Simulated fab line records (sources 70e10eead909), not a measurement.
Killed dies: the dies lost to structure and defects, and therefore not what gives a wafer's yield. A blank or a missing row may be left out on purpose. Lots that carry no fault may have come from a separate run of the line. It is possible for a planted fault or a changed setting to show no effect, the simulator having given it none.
Comparing a struck lot with a sound one / flow nand-harc / 14 out of 1302 route steps
Sound: the wafers L137.3, L137.5, L137.6. The struck wafers were L133.1, L133.4, L133.6. At the end, the cause is stated.
Per side, at each step with rows, come the tool, then ch with its chambers, and then its first start. Under that, the readings that differ: sound wafers / struck wafers / difference of the means / sigmas: that difference in standard deviations of wafers without a fault.
alike: readings with means less than 2 such deviations apart, plus words and numbers identical on both sides. not compared: withheld readings, readings lacking a value on some wafer, bounds such as >300 that could conceal the same value, and numbers that have no deviation in the record and whose values overlap.
The two part at a step that has a row with sigmas, a row that says differs or no value, or rows on one side only. Non-overlapping numbers with no deviation appear without sigmas and do not part them. A reading that every wafer of one side lacks parts them only if that side has two wafers or more.

first, 1 step without rows for these wafers: NHARC_A_WL_FILL_CVD_03 (deposits W, target thk 40 nm, time 279 s).
NHARC_A_WL_FILL_ETCHBACK_04: etches the open film in NF3, target depth 60 nm, time 120 s.
  sound on rie-metal-01 ch 0,1, day 27 20:53; struck on rie-metal-03 ch 1, day 26 15:52
reading=run-length-s (s); sound=141.9 141.9 141.8; struck=140.8 141.3 140.7; difference=-0.9; sigmas=-2
  alike: drypump-motor-current-A, oes-product-au
  not compared: rf-hours-counter-h
NHARC_A_WL_FILL_ETCHBACK_05: etches the open film in Cl2/BCl3, target depth 22 nm, time 60 s.
  sound on rie-metal-01 ch 0,1, day 27 21:04; struck on rie-metal-03 ch 0,1, day 26 16:08
  alike: drypump-motor-current-A, oes-product-au, run-length-s
  not compared: rf-hours-counter-h
NHARC_A_WL_FILL_STRIP_27: strips in N2/H2, time 20 s.
  sound on plasma-asher-02 ch 0,1, day 27 21:13; struck on plasma-asher-01 ch 0, day 26 16:22
  alike: drypump-motor-current-A, heater-power-w
  not compared: rf-hours-counter-h
then, 4 steps without rows for these wafers: NHARC_A_WL_FILL_STRIP_28 (strips in post etch residue remover, time 1200 s); NHARC_A_WL_FILL_PRECLEAN_06 (cleans in DIW, time 300 s); NHARC_A_WL_FILL_SRD_07; NHARC_A_WL_FILL_ANNEAL_08 (time 1800 s).
NHARC_A_WL_FILL_ALD_10: deposits SiO2, target thk 50 nm, pulse time 10 s, ald cycles 500.
  sound on ald-hk-04 ch 0,1,3, day 28 04:29; struck on ald-hk-04 ch 0,2,3, day 26 22:16
  alike: heater-power-w, precursor-pulse-height-rel
then, 1 step without rows for these wafers: NHARC_A_WL_FILL_ETCHBACK_16 (etches the open film in C4F8/O2/Ar, target depth 120 nm, time 24 s).
NHARC_A_WL_FILL_STRIP_29: strips in O2, time 20 s.
  sound on rie-diel-04 ch 0,1, day 28 07:42; struck on rie-diel-07 ch 0,3, day 27 02:29
  alike: drypump-motor-current-A, oes-product-au, rf-vpp-V, showerhead-plenum-p-Torr, throttle-valve-pct
  not compared: rf-hours-counter-h
NHARC_A_WL_FILL_ETCHBACK_17: etches the open film in Cl2/BCl3, target depth 4 nm, time 26.7 s.
  sound on rie-metal-03 ch 0,1, day 28 07:49; struck on rie-metal-02 ch 0,1, day 27 02:35
reading=run-length-s (s); sound=47.9 47.4 47.9; struck=39.9 39.8 39.7; difference=-7.9; sigmas=-19
  alike: drypump-motor-current-A, oes-product-au
  not compared: rf-hours-counter-h
then, 1 step without rows for these wafers: NHARC_A_WL_FILL_PRECLEAN_18 (cleans in dHF, time 30 s).
-- the record jumps here: 3 days lie between the struck wafers' starts before and after (it left off in module A_WL_FILL and takes up again in module END, whose first step shown is number 1302 of the route) --
NHARC_END_SORT_01:
  sound on prober-01 ch 0, day 32 02:50; struck on prober-02 ch 0, day 30 11:51
  alike: killed-at-array, killed-at-other, killed-at-periphery, killed-dies, killed-open, killed-short

== WHERE THEY PART ==
Last at NHARC_A_WL_FILL_ETCHBACK_17 as far as this record goes, first at NHARC_A_WL_FILL_ETCHBACK_04. Later steps at which nothing parts them and some readings are alike: NHARC_END_SORT_01.

WHY: what the simulator had put in
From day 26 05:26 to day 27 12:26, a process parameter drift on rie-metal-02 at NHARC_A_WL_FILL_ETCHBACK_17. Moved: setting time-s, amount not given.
